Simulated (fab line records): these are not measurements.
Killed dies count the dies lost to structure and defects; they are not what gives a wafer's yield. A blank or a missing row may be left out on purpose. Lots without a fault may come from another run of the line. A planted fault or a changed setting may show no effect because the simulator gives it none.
Comparing a struck lot with a sound one    flow n5-finfet    15 steps out of a route of 1938
Sound: the wafers L109.1, L109.4, L109.5. Struck: wafer L101.4. (L101.5, L101.6 of the same lot were not struck and are left out.) The cause comes at the end.
At each step with rows: each side's tool, then ch and its chambers, then its first start. Under that, the readings that differ: sound wafers    struck wafers    difference of the means    sigmas: that difference in standard deviations of wafers without a fault.
alike: same words and numbers on both sides, and readings whose means sit less than 2 such deviations apart. not compared: any withheld reading, any reading some wafer has no value for, any bound like >300 that may hide the same value, and any number with overlapping values for which the record gives no deviation.
The two part at a step that has a row with sigmas, a row that says differs or no value, or rows on one side only. Numbers that don't overlap but have no deviation are shown without sigmas and don't part them. A reading missing from all wafers of one side parts the sides only when that side holds two or more wafers.

N5_BEOL_M9_CMP_52: polishes, stops on SiCOH lowk, t overpolish 7 s, target thk 140 nm.
  sound on cmp-02 ch 0,1,3, day 14 03:18; struck on cmp-02 ch 1, day 11 18:06
reading                 sound     struck  difference  sigmas
time-to-endpoint-s (s)  67 68 66  60      -7          -2
  alike: barrier-field-endpoint-s, motor-current-A, overpolish-run-s
N5_BEOL_M9_THK_MEAS_53: measures by xrf.
  struck on film-metro-01, day 11 18:24; sound on film-metro-01, day 14 03:31
  alike: M9_THK
then, 2 steps without rows for these wafers: N5_BEOL_M9_PRE_CLEAN_55 (time 15 s); N5_BEOL_M9_DEP_56 (deposits SiCN from 3MS/NH3, target thk 15 nm, time 26.5 s).
N5_BEOL_M9_RS_MEAS_57: a four-point-probe measurement.
  struck on film-metro-01, day 11 18:32; sound on film-metro-01, day 14 03:40
  alike: M9_RS
N5_BEOL_M9_INSPECT_58: inspects for defects (darkfield).
  struck on defect-inspect-02, day 11 18:34; sound on defect-inspect-01, day 14 03:41
reading           sound     struck  difference  sigmas
raw-defect-count  49 34 78  95      +41         +2
N5_BEOL_M10_ILD_DEP_00: deposits SiCOH lowk from DEMS/porogen, target thk 308.51 nm, time 58 s.
  sound on pecvd-04 ch 0,1,2, day 14 03:43; struck on pecvd-04 ch 0, day 11 18:38
  alike: heater-power-w, showerhead-plenum-p-Torr, throttle-valve-pct
N5_BEOL_M10_CURE_71: cures SiCOH lowk, time 240 s.
  sound on uv-cure-01 ch 1, day 14 03:48; struck on uv-cure-01 ch 0, day 11 18:56
  alike: lamp-power-pct, wafer_temp_C_max
N5_BEOL_M10_THK_MEAS_01:
  struck on film-metro-02, day 11 19:13; sound on film-metro-02, day 14 04:19
  alike: M10_ILD_THK
N5_BEOL_M10_PECVD_70: deposits SiO2 from TEOS/O2, target thk 20 nm, time 22.7 s.
  sound on pecvd-04 ch 0,1, day 14 04:21; struck on pecvd-02 ch 0, day 11 19:16
  alike: heater-power-w, showerhead-plenum-p-Torr, throttle-valve-pct
N5_BEOL_M10_HM_DEP_02: deposits TiN, target thk 20 nm.
  struck on pvd-sputter-01, day 11 20:22; sound on pvd-sputter-01, day 14 04:51
  alike: throttle-valve-pct
then, 1 step without rows for these wafers: N5_BEOL_M10_COAT_59 (time 60 s, resist thk 100 nm).
N5_BEOL_M10_COAT_60: time 60 s, resist thk 30 nm.
  sound on litho-track-05 ch 0, day 14 04:59; struck on litho-track-04 ch 0, day 11 20:30
reading                   sound              struck  difference  sigmas
heater-power-total-W (W)  430.9 428.8 427.6  462.9   +33.8       +16
run-length-s (s)          66.31 66.29 66.18  57.91   -8.35       -52
then, 1 step without rows for these wafers: N5_BEOL_M10_COAT_05 (resist thk 90 nm).
N5_PASSIVATION_PROBE_49:
  the record has rows for the sound wafers here (prober-02, day 17 01:44) and none for the struck ones

== WHERE THEY PART ==
At N5_BEOL_M9_CMP_52 first; at N5_PASSIVATION_PROBE_49 last (within this record only).

WHY: whatever the simulator had introduced
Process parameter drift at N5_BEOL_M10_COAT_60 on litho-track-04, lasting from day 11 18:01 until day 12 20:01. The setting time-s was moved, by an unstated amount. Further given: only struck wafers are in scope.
